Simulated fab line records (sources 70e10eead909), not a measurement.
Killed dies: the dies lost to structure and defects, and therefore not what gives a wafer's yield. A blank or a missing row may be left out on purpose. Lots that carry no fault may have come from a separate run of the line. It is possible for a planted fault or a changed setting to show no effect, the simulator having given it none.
fab line records :: flow nand-harc :: part 2 of 2: steps 35 to 37 of 37
record:
  lots: 6
  wafers: 18
  last-day: 24
route steps=1159 shown A_ONON_D1@449 A_CHANNEL_HOLE_D1@450 END@1159
lots that met no fault: taken from a fault-free run of the same line
start-h: start of the lot's first displayed wafer, in hours after the record's first day :: wait-h: hours since the lot's step before :: " unchanged from the row above :: L1.1+2: a single row standing in for several wafers :: - no value, or no start was given :: * or withheld: withheld :: < > ~ a bound
route shown NAME@n: a module of which the file shows steps, and the number in the route of the first :: usual: mean and standard deviation over wafers with no fault :: same: alike in all rows :: chamber/n: place in a boat :: sites: readings site by site :: _std_site: the standard deviation of these :: _edge_site: mean of outer sites minus mean of inner sites :: radius-mm: for every site, how far away it sits from the centre of the wafer :: mask NAME#n: copy n :: behind: the most recent tool/chamber to have shaped the wafer :: hold: why the lot was held/for how many hours/how that ended :: device: the transistor (n, p or np) that didn't switch :: end of line: the same wafers' tests at the end of the route :: a step without rows: its recipe alone :: killed: the dies lost at the first sort to structure and to defects; this is not the yield of the wafer :: map: a wafer's dies, marking killed ones x, the rest . and places with no die _
set.NAME: setting as actually run; set.NAME@STEP: the setting as run at that earlier step :: model.NAME: the simulator's own value behind a step, which no gauge read
lots at selected steps of the route; one table per step, one row per wafer
services: from which hour (start-h, from the record's first day; less than 0 if before it) a tool's chamber was out of use, for how many hours, and why
== steps ==
step: NHARC_A_CHANNEL_HOLE_D1_ETCH_44
recipe:
  target-depth-a: 1400
  overetch-a: 140
  time-s: 77
  ion-energy-ev: 100
  cf4-flow-sccm: 80
  o2-flow-sccm: 20
  ar-flow-sccm: 0
  rf-w: 300
  bias-w: 100
  chemistry: CF4/O2
usual:
  cf4-flow-sccm: 79.97/0.24
  drypump-motor-current-A: 5.6/0.42
  oes-product-au: 0.999/0.011
  rf-vpp-V: 198.0/1.4
  showerhead-plenum-p-Torr: 1.34/0.056
  throttle-valve-pct: 13.399/0.0084
lot.wafer: L299.3
tool: rie-diel-09
chamber: 2
start-h: 211.29
wait-h: 0.1
cf4-flow-sccm: 80.60
drypump-motor-current-A: 5.7
oes-product-au: 1.020
rf-hours-counter-h: 7
rf-vpp-V: 196.8
showerhead-plenum-p-Torr: 1.30
throttle-valve-pct: 13.403
model.A_CHANNEL_HOLE_D1.cd-nm: 89.13

lot.wafer: L299.1
tool: rie-diel-09
chamber: 3
start-h: 211.29
wait-h: 0.1
cf4-flow-sccm: 79.90
drypump-motor-current-A: 5.4
oes-product-au: 0.984
rf-hours-counter-h: 6
rf-vpp-V: 200.2
showerhead-plenum-p-Torr: 1.40
throttle-valve-pct: 13.400
model.A_CHANNEL_HOLE_D1.cd-nm: 91.11

lot.wafer: L299.6
tool: rie-diel-09
chamber: 3
start-h: 211.29
wait-h: 0.1
cf4-flow-sccm: 80.13
drypump-motor-current-A: 5.4
oes-product-au: 0.987
rf-hours-counter-h: -
rf-vpp-V: 198.3
showerhead-plenum-p-Torr: 1.40
throttle-valve-pct: 13.393
model.A_CHANNEL_HOLE_D1.cd-nm: 90.5

lot.wafer: L302.1
tool: rie-diel-08
chamber: 0
start-h: 215.82
wait-h: 0.1
cf4-flow-sccm: 79.62
drypump-motor-current-A: 5.6
oes-product-au: 0.985
rf-hours-counter-h: 7
rf-vpp-V: 196.9
showerhead-plenum-p-Torr: 1.27
throttle-valve-pct: 13.395
model.A_CHANNEL_HOLE_D1.cd-nm: 91.27

lot.wafer: L302.2
tool: rie-diel-08
chamber: 1
start-h: 215.82
wait-h: 0.1
cf4-flow-sccm: 79.97
drypump-motor-current-A: 6.1
oes-product-au: 1.000
rf-hours-counter-h: 6
rf-vpp-V: 194.9
showerhead-plenum-p-Torr: 1.27
throttle-valve-pct: 13.388
model.A_CHANNEL_HOLE_D1.cd-nm: 89.89

lot.wafer: L302.4
tool: rie-diel-08
chamber: 2
start-h: 215.82
wait-h: 0.1
cf4-flow-sccm: 79.95
drypump-motor-current-A: 5.5
oes-product-au: 0.981
rf-hours-counter-h: 7
rf-vpp-V: 197.7
showerhead-plenum-p-Torr: 1.29
throttle-valve-pct: 13.402
model.A_CHANNEL_HOLE_D1.cd-nm: 90.44

lot.wafer: L306.1
tool: rie-diel-09
chamber: 3
start-h: 246.64
wait-h: 0.1
cf4-flow-sccm: 80.26
drypump-motor-current-A: 5.4
oes-product-au: 0.979
rf-hours-counter-h: 8
rf-vpp-V: 198.0
showerhead-plenum-p-Torr: 1.40
throttle-valve-pct: 13.393
model.A_CHANNEL_HOLE_D1.cd-nm: 91.52

lot.wafer: L306.4
tool: rie-diel-09
chamber: 1
start-h: 246.64
wait-h: 0.1
cf4-flow-sccm: 80.24
drypump-motor-current-A: 5.2
oes-product-au: 0.990
rf-hours-counter-h: -
rf-vpp-V: 198.4
showerhead-plenum-p-Torr: 1.43
throttle-valve-pct: 13.399
model.A_CHANNEL_HOLE_D1.cd-nm: 92.41

lot.wafer: L306.6
tool: rie-diel-09
chamber: 2
start-h: 246.64
wait-h: 0.1
cf4-flow-sccm: 79.64
drypump-motor-current-A: 5.7
oes-product-au: 1.001
rf-hours-counter-h: -
rf-vpp-V: 196.7
showerhead-plenum-p-Torr: 1.30
throttle-valve-pct: 13.402
model.A_CHANNEL_HOLE_D1.cd-nm: 92.38

lot.wafer: L307.4
tool: rie-diel-05
chamber: 2
start-h: 254.79
wait-h: 0.1
cf4-flow-sccm: 80.35
drypump-motor-current-A: 5.0
oes-product-au: 1.009
rf-hours-counter-h: 7
rf-vpp-V: 196.2
showerhead-plenum-p-Torr: 1.31
throttle-valve-pct: 13.402
model.A_CHANNEL_HOLE_D1.cd-nm: 93.94

lot.wafer: L307.5
tool: rie-diel-05
chamber: 2
start-h: 254.79
wait-h: 0.1
cf4-flow-sccm: 80.26
drypump-motor-current-A: 5.0
oes-product-au: 1.003
rf-hours-counter-h: -
rf-vpp-V: 197.2
showerhead-plenum-p-Torr: 1.31
throttle-valve-pct: 13.395
model.A_CHANNEL_HOLE_D1.cd-nm: 91.72

lot.wafer: L307.6
tool: rie-diel-05
chamber: 3
start-h: 254.79
wait-h: 0.1
cf4-flow-sccm: 80.28
drypump-motor-current-A: 5.2
oes-product-au: 0.988
rf-hours-counter-h: -
rf-vpp-V: 199.7
showerhead-plenum-p-Torr: 1.39
throttle-valve-pct: 13.392
model.A_CHANNEL_HOLE_D1.cd-nm: 88.8

lot.wafer: L314.2
tool: rie-diel-08
chamber: 1
start-h: 283.80
wait-h: 0.0
cf4-flow-sccm: 79.70
drypump-motor-current-A: 6.1
oes-product-au: 1.001
rf-hours-counter-h: 10
rf-vpp-V: 196.8
showerhead-plenum-p-Torr: 1.26
throttle-valve-pct: 13.423
model.A_CHANNEL_HOLE_D1.cd-nm: 90.89

lot.wafer: L314.4
tool: rie-diel-08
chamber: 2
start-h: 283.80
wait-h: 0.0
cf4-flow-sccm: 80.15
drypump-motor-current-A: 5.5
oes-product-au: 1.009
rf-hours-counter-h: 11
rf-vpp-V: 197.0
showerhead-plenum-p-Torr: 1.29
throttle-valve-pct: 13.387
model.A_CHANNEL_HOLE_D1.cd-nm: 90.48

lot.wafer: L314.5
tool: rie-diel-08
chamber: 2
start-h: 283.80
wait-h: 0.0
cf4-flow-sccm: 80.31
drypump-motor-current-A: 5.5
oes-product-au: 1.005
rf-hours-counter-h: -
rf-vpp-V: 197.8
showerhead-plenum-p-Torr: 1.29
throttle-valve-pct: 13.399
model.A_CHANNEL_HOLE_D1.cd-nm: 90.1

lot.wafer: L317.2
tool: rie-diel-05
chamber: 1
start-h: 313.88
wait-h: 0.0
cf4-flow-sccm: 79.95
drypump-motor-current-A: 6.3
oes-product-au: 0.993
rf-hours-counter-h: 12
rf-vpp-V: 197.9
showerhead-plenum-p-Torr: 1.36
throttle-valve-pct: 13.393
model.A_CHANNEL_HOLE_D1.cd-nm: 92.13

lot.wafer: L317.4
tool: rie-diel-05
chamber: 3
start-h: 313.88
wait-h: 0.0
cf4-flow-sccm: 80.02
drypump-motor-current-A: 5.2
oes-product-au: 0.991
rf-hours-counter-h: 13
rf-vpp-V: 197.6
showerhead-plenum-p-Torr: 1.39
throttle-valve-pct: 13.389
model.A_CHANNEL_HOLE_D1.cd-nm: 89.13

lot.wafer: L317.3
tool: rie-diel-05
chamber: 0
start-h: 313.88
wait-h: 0.0
cf4-flow-sccm: 79.96
drypump-motor-current-A: 6.1
oes-product-au: 0.987
rf-hours-counter-h: 12
rf-vpp-V: 200.0
showerhead-plenum-p-Torr: 1.38
throttle-valve-pct: 13.408
model.A_CHANNEL_HOLE_D1.cd-nm: 89.56
step: NHARC_A_CHANNEL_HOLE_D1_STRIP_27
recipe:
  o2-flow-sccm: 500
  ar-flow-sccm: 0
  bias-w: 0
  chemistry: O2
step: NHARC_END_SORT_01
recipe:
  temp-c: 25
usual:
  killed-at-array: 26/10
  killed-at-other: 0.5/0.87
  killed-at-periphery: 3.0/2.5
  killed-dies: 29/11
  killed-open: 3.3/1.9
  killed-short: 1.8/1.5
same:
  gross-dies: 677
lot.wafer: L299.1
tool: prober-02
chamber: 0
start-h: 463.28
wait-h: 2.5
killed-at-array: 30
killed-at-other: 0
killed-at-periphery: 2
killed-dies: 32
killed-open: 1
killed-short: 1

lot.wafer: L299.3
tool: prober-02
chamber: 0
start-h: 464.86
wait-h: 3.1
killed-at-array: 36
killed-at-other: 0
killed-at-periphery: 2
killed-dies: 38
killed-open: 1
killed-short: 1

lot.wafer: L299.6
tool: prober-02
chamber: 0
start-h: 467.23
wait-h: 4.0
killed-at-array: 36
killed-at-other: 0
killed-at-periphery: 5
killed-dies: 41
killed-open: 2
killed-short: 0

lot.wafer: L302.1
tool: prober-01
chamber: 0
start-h: 482.02
wait-h: 2.5
killed-at-array: 24
killed-at-other: 2
killed-at-periphery: 2
killed-dies: 28
killed-open: 4
killed-short: 1

lot.wafer: L302.2
tool: prober-01
chamber: 0
start-h: 482.82
wait-h: 2.8
killed-at-array: 27
killed-at-other: 0
killed-at-periphery: 3
killed-dies: 30
killed-open: 1
killed-short: 3

lot.wafer: L302.4
tool: prober-01
chamber: 0
start-h: 484.43
wait-h: 3.4
killed-at-array: 29
killed-at-other: 0
killed-at-periphery: 1
killed-dies: 30
killed-open: 2
killed-short: 4

lot.wafer: L306.1
tool: prober-01
chamber: 0
start-h: 511.50
wait-h: 2.5
killed-at-array: 19
killed-at-other: 0
killed-at-periphery: 3
killed-dies: 22
killed-open: 2
killed-short: 1

lot.wafer: L306.4
tool: prober-01
chamber: 0
start-h: 513.89
wait-h: 3.4
killed-at-array: 24
killed-at-other: 0
killed-at-periphery: 6
killed-dies: 30
killed-open: 2
killed-short: 3

lot.wafer: L306.6
tool: prober-01
chamber: 0
start-h: 515.48
wait-h: 4.0
killed-at-array: 23
killed-at-other: 0
killed-at-periphery: 1
killed-dies: 24
killed-open: 2
killed-short: 0

lot.wafer: L307.4
tool: prober-02
chamber: 0
start-h: 513.89
wait-h: 3.4
killed-at-array: 36
killed-at-other: 0
killed-at-periphery: 9
killed-dies: 45
killed-open: 4
killed-short: 0

lot.wafer: L307.5
tool: prober-02
chamber: 0
start-h: 514.69
wait-h: 3.7
killed-at-array: 44
killed-at-other: 0
killed-at-periphery: 12
killed-dies: 56
killed-open: 5
killed-short: 1

lot.wafer: L307.6
tool: prober-02
chamber: 0
start-h: 515.48
wait-h: 4.0
killed-at-array: 40
killed-at-other: 0
killed-at-periphery: 14
killed-dies: 54
killed-open: 2
killed-short: 5

lot.wafer: L314.2
tool: prober-02
chamber: 0
start-h: 550.90
wait-h: 2.8
killed-at-array: 35
killed-at-other: 2
killed-at-periphery: 1
killed-dies: 38
killed-open: 4
killed-short: 3

lot.wafer: L314.4
tool: prober-02
chamber: 0
start-h: 552.49
wait-h: 3.4
killed-at-array: 37
killed-at-other: 0
killed-at-periphery: 1
killed-dies: 38
killed-open: 2
killed-short: 4

lot.wafer: L314.5
tool: prober-02
chamber: 0
start-h: 553.29
wait-h: 3.7
killed-at-array: 30
killed-at-other: 1
killed-at-periphery: 1
killed-dies: 32
killed-open: 4
killed-short: 2

lot.wafer: L317.2
tool: prober-02
chamber: 0
start-h: 575.14
wait-h: 2.8
killed-at-array: 32
killed-at-other: 3
killed-at-periphery: 1
killed-dies: 36
killed-open: 6
killed-short: 1

lot.wafer: L317.3
tool: prober-02
chamber: 0
start-h: 575.92
wait-h: 3.1
killed-at-array: 37
killed-at-other: 3
killed-at-periphery: 4
killed-dies: 44
killed-open: 4
killed-short: 5

lot.wafer: L317.4
tool: prober-02
chamber: 0
start-h: 576.69
wait-h: 3.3
killed-at-array: 27
killed-at-other: 2
killed-at-periphery: 2
killed-dies: 31
killed-open: 0
killed-short: 0
killed by level:class
L299.1 A_CHANNEL_HOLE_D1:chamber-film-flake=16 A_SLIT:chamber-film-flake=7 A_CONTACT:chamber-film-flake=6 P_CONTACT:geometric-particle:short=1 A_CONTACT:geometric-particle:open=1 P_ZERO_WELL:chamber-film-flake=1
L299.3 A_CHANNEL_HOLE_D1:chamber-film-flake=19 A_SLIT:chamber-film-flake=11 A_CONTACT:chamber-film-flake=2 A_CHANNEL_FILL_D1:geometric-particle:short=1 A_M0:geometric-particle:open=1 P_ZERO_WELL:chamber-film-flake=1 P_GATE:chamber-film-flake=1 A_ZERO_WELL:chamber-film-flake=1
L299.6 A_CHANNEL_HOLE_D1:chamber-film-flake=20 A_SLIT:chamber-film-flake=8 A_CONTACT:chamber-film-flake=5 P_CONTACT:geometric-particle:open=1 A_SOURCE_PLATE:geometric-particle:open=1 P_ZERO_WELL:chamber-film-flake=1 P_STI:chamber-film-flake=1 P_GATE:chamber-film-flake=1
L302.1 A_CHANNEL_HOLE_D1:chamber-film-flake=17 A_M1:chamber-film-flake=2 P_M0:geometric-particle:open=1 A_ONON_D1:geometric-particle:open=1 A_CHANNEL_HOLE_D1:geometric-particle:open=1 A_CHANNEL_FILL_D1:geometric-particle:open=1 STARTING-WAFER:geometric-particle:short=1 P_GATE:chamber-film-flake=1
L302.2 A_CHANNEL_HOLE_D1:chamber-film-flake=20 A_CONTACT:chamber-film-flake=2 P_M0:chamber-film-flake=2 P_M0:geometric-particle:short=1 A_SOURCE_PLATE:geometric-particle:short=1 A_SOURCE_PLATE:geometric-particle:open=1 A_ONON_D1:geometric-particle:short=1 A_CHANNEL_FILL_D1:chamber-film-flake=1
L302.4 A_CHANNEL_HOLE_D1:chamber-film-flake=18 A_WL_FILL:geometric-particle:short=2 A_CONTACT:geometric-particle:open=2 A_SLIT:chamber-film-flake=2 A_ONON_D1:geometric-particle:short=1 A_CONTACT:geometric-particle:short=1 P_M0:chamber-film-flake=1 A_CHANNEL_FILL_D1:chamber-film-flake=1
L306.1 A_SLIT:chamber-film-flake=13 A_CHANNEL_HOLE_D1:chamber-film-flake=3 P_M0:geometric-particle:open=1 A_STAIRCASE:geometric-particle:open=1 A_SGD_CUT:geometric-particle:short=1 P_STI:chamber-film-flake=1 P_GATE:chamber-film-flake=1 A_STAIRCASE:chamber-film-flake=1
L306.4 A_SLIT:chamber-film-flake=12 P_GATE:chamber-film-flake=3 A_CHANNEL_HOLE_D1:chamber-film-flake=3 A_CONTACT:chamber-film-flake=3 A_CONTACT:geometric-particle:open=2 P_CONTACT:geometric-particle:short=1 A_CHANNEL_FILL_D1:geometric-particle:short=1 A_WL_FILL:geometric-particle:short=1
L307.4 A_SLIT:chamber-film-flake=16 A_CHANNEL_HOLE_D1:chamber-film-flake=14 P_STI:chamber-film-flake=4 P_CONTACT:chamber-film-flake=3 A_STAIRCASE:chamber-film-flake=2 P_GATE:geometric-particle:open=1 A_CHANNEL_HOLE_D1:geometric-particle:open=1 A_BLC:geometric-particle:open=1
L307.5 A_CHANNEL_HOLE_D1:chamber-film-flake=19 A_SLIT:chamber-film-flake=16 P_STI:chamber-film-flake=8 A_CONTACT:geometric-particle:open=2 A_M0:geometric-particle:open=2 P_GATE:chamber-film-flake=2 P_CONTACT:chamber-film-flake=2 A_ONON_D1:geometric-particle:short=1
L306.6 A_SLIT:chamber-film-flake=14 A_CHANNEL_HOLE_D1:chamber-film-flake=5 A_CONTACT:chamber-film-flake=2 A_CONTACT:geometric-particle:open=1 A_M0:geometric-particle:open=1 P_GATE:chamber-film-flake=1
L307.6 A_CHANNEL_HOLE_D1:chamber-film-flake=22 A_SLIT:chamber-film-flake=8 P_STI:chamber-film-flake=5 P_CONTACT:chamber-film-flake=4 A_WL_FILL:geometric-particle:short=3 P_M2:chamber-film-flake=3 A_M0:geometric-particle:short=2 P_GATE:chamber-film-flake=2
L314.2 A_SLIT:chamber-film-flake=15 A_CHANNEL_HOLE_D1:chamber-film-flake=4 A_CONTACT:chamber-film-flake=4 A_M0:chamber-film-flake=3 A_CONTACT:geometric-particle:open=2 A_STAIRCASE:chamber-film-flake=2 THIN_TSV:chamber-film-flake=2 A_ONON_D1:geometric-particle:short=1
L314.4 A_SLIT:chamber-film-flake=15 A_CHANNEL_HOLE_D1:chamber-film-flake=6 A_STAIRCASE:chamber-film-flake=5 A_CONTACT:chamber-film-flake=4 A_CONTACT:geometric-particle:open=2 A_M0:geometric-particle:short=2 A_CHANNEL_HOLE_D1:geometric-particle:short=1 A_CONTACT:geometric-particle:short=1
L314.5 A_SLIT:chamber-film-flake=17 A_CHANNEL_HOLE_D1:chamber-film-flake=3 A_CONTACT:chamber-film-flake=3 A_ONON_D1:geometric-particle:open=1 A_ONON_D1:geometric-particle:short=1 A_WL_FILL:geometric-particle:open=1 A_WL_FILL:geometric-particle:short=1 A_CONTACT:geometric-particle:open=1
L317.2 A_SLIT:chamber-film-flake=12 A_CHANNEL_HOLE_D1:chamber-film-flake=7 A_STAIRCASE:chamber-film-flake=3 A_CONTACT:chamber-film-flake=3 THIN_TSV:chamber-film-flake=3 A_CHANNEL_FILL_D1:geometric-particle:open=2 P_M0:geometric-particle:open=1 A_SGD_CUT:geometric-particle:short=1
L317.3 A_SLIT:chamber-film-flake=16 A_CHANNEL_HOLE_D1:chamber-film-flake=6 A_STAIRCASE:chamber-film-flake=3 A_WL_FILL:chamber-film-flake=3 THIN_TSV:chamber-film-flake=3 A_CONTACT:geometric-particle:short=2 A_CONTACT:chamber-film-flake=2 P_GATE:geometric-particle:open=1
L317.4 A_SLIT:chamber-film-flake=11 A_CHANNEL_HOLE_D1:chamber-film-flake=6 A_STAIRCASE:chamber-film-flake=4 A_WL_FILL:chamber-film-flake=4 P_M2:chamber-film-flake=2 THIN_TSV:chamber-film-flake=2 A_ZERO_WELL:chamber-film-flake=1 A_CONTACT:chamber-film-flake=1
== services ==
tool: rie-diel-09
chamber: 2
start-h: 195.21
hours: 9.0
kind: repair

tool: rie-diel-05
chamber: 0
start-h: 197.14
hours: -
kind: clean

tool: rie-diel-05
chamber: 1
start-h: 197.14
hours: -
kind: clean

tool: rie-diel-05
chamber: 2
start-h: 197.14
hours: -
kind: clean

tool: rie-diel-05
chamber: 3
start-h: 197.14
hours: -
kind: clean

tool: rie-diel-09
chamber: 3
start-h: 213.82
hours: 6.6
kind: repair

tool: rie-diel-05
chamber: 0
start-h: 221.64
hours: -
kind: clean

tool: rie-diel-05
chamber: 1
start-h: 221.64
hours: -
kind: clean

tool: rie-diel-05
chamber: 2
start-h: 221.64
hours: -
kind: clean

tool: rie-diel-05
chamber: 3
start-h: 221.64
hours: -
kind: clean

tool: rie-diel-05
chamber: 2
start-h: 231.38
hours: 7.4
kind: repair

tool: rie-diel-08
chamber: 0
start-h: 235.06
hours: 4.1
kind: repair

tool: rie-diel-05
chamber: 0
start-h: 246.14
hours: -
kind: clean

tool: rie-diel-05
chamber: 1
start-h: 246.14
hours: -
kind: clean

tool: rie-diel-05
chamber: 2
start-h: 246.14
hours: -
kind: clean

tool: rie-diel-09
chamber: -
start-h: 254.10
hours: 9.0
kind: pm

tool: litho-track-01
chamber: -
start-h: 268.00
hours: 7.0
kind: pm

tool: rie-diel-05
chamber: 2
start-h: 272.31
hours: 3.2
kind: repair

tool: rie-diel-08
chamber: 0
start-h: 291.63
hours: 3.1
kind: repair

tool: litho-track-06
chamber: -
start-h: 292.00
hours: 7.0
kind: pm

tool: rie-diel-09
chamber: 3
start-h: 298.58
hours: 5.0
kind: repair

tool: rie-diel-09
chamber: -
start-h: 299.07
hours: 0.8
kind: repair

tool: rie-diel-08
chamber: -
start-h: 302.07
hours: 9.0
kind: pm

tool: har-etch-01
chamber: -
start-h: 305.00
hours: 17.0
kind: pm
== key ==
first-sign:
  step: NHARC_A_CHANNEL_HOLE_D1_CD_MEAS_10
  reading: cd-nm
  direction: up
  sigmas: 7.3
  usual: 99.9
  struck: 104.2
effect none on later readings
model-effect:
  step: NHARC_A_CHANNEL_HOLE_D1_DESCUM_15
  value: A_CHANNEL_HOLE_D1.cd-nm
  without: 99.72
  struck: 104.3
model-effect:
  step: NHARC_A_CHANNEL_HOLE_D1_ETCH_44
  value: A_CHANNEL_HOLE_D1.cd-nm
  without: 88.61
  struck: 93.18
met-at NHARC_A_CHANNEL_HOLE_D1_PEB_08
struck-wafers L306.4,L307.4
tester-left-out L306,L307
onset-between 209.62 240.22
fault:
  kind: process-parameter-drift
  tool: litho-track-01
  chamber: -
  onset-h: 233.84
  steps: NHARC_A_CHANNEL_HOLE_D1_PEB_08
  channel: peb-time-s
  offset: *
  shape: step
  end-h: 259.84
  scope: struck-wafers-only
  acts-in: *
  stated: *
tester-left-out: of these lots the tester's yield and bins aren't shown, on N5 and GAA mostly nor the transistor test; their killed dies are dies lost to structure and defects alone, not to doping, threshold or leakage, so they don't give the yield
